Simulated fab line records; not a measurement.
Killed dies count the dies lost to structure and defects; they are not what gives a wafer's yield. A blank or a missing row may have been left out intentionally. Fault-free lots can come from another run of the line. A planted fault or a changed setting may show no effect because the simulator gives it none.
Chamber matching    flow nand harc    NHARC_A_M1_STRIP_18 on rie diel-10: 4 sister chambers
The step strips in N2/H2. 16 wafers are shown with their chamber, then 8 later ones without.

EACH WAFER AND ITS CHAMBER
wafer   chamber  showerhead plenum p Torr (Torr)  drypump motor current A (A)  oes product au (a.u.)
L076.2  2        1.94                             5.3                          1.012
L076.4  1        2.12                             6.4                          1.002
L076.5  1        2.12                             6.4                          1.011
L078.1  3        2.05                             6.2                          0.981
L078.4  2        1.94                             5.3                          1.014
L078.6  3        2.05                             6.2                          0.994
L079.2  3        2.05                             6.2                          0.979
L079.3  1        2.12                             6.4                          0.998
L079.6  1        2.12                             6.4                          0.999
L082.2  2        1.94                             5.3                          1.004
L082.3  0        2.00                             6.6                          0.995
L082.4  1        2.12                             6.5                          1.009
L092.3  1        2.12                             6.4                          0.999
L092.5  2        1.93                             5.3                          0.997
L092.6  3        2.05                             6.2                          0.986
L091.1  3        2.05                             6.2                          0.989

SIGNATURES (averages over the wafers above)
reading                   chamber 0  chamber 1  chamber 2  chamber 3  scatter within a chamber
showerhead plenum p Torr  2.0000     2.1200     1.9375     2.0500     0.0025
drypump motor current A   6.600      6.417      5.300      6.200      0.0264
oes product au            0.99500    1.00300    1.00675    0.98580    0.00637
Rule: for a wafer and a chamber, the distance is found by dividing, reading by reading, the gap between the wafer's reading and the chamber's mean by the reading's scatter, squaring, summing and taking the root. If the next closest chamber is less than 2 further off than the closest, the wafer can't be placed; otherwise it belongs to the closest. How the scatter is found: for the shown wafers, subtract from each reading the mean of its chamber, square and add these, divide the total by (wafers less chambers), then take the root.

WAFERS MISSING THEIR CHAMBER
wafer   showerhead plenum p Torr (Torr)  drypump motor current A (A)  oes product au (a.u.)
L091.5  2.05                             6.2                          0.984
L091.6  1.93                             5.3                          0.995
L094.4  1.93                             5.3                          1.001
L094.5  2.00                             6.6                          0.990
L094.6  2.05                             6.2                          0.995
L096.1  2.05                             6.2                          0.989
L096.2  2.12                             6.4                          1.004
L096.4  1.93                             5.3                          0.989

CHAMBER TAKEN BY EACH
wafer   from the rows above  in truth
L091.5  3                    3
L091.6  2                    2
L094.4  2                    2
L094.5  0                    0
L094.6  3                    3
L096.1  3                    3
L096.2  1                    1
L096.4  2                    2
Placed correctly: 8 of 8. Can't be placed from these rows: 0. Placed wrongly: 0.
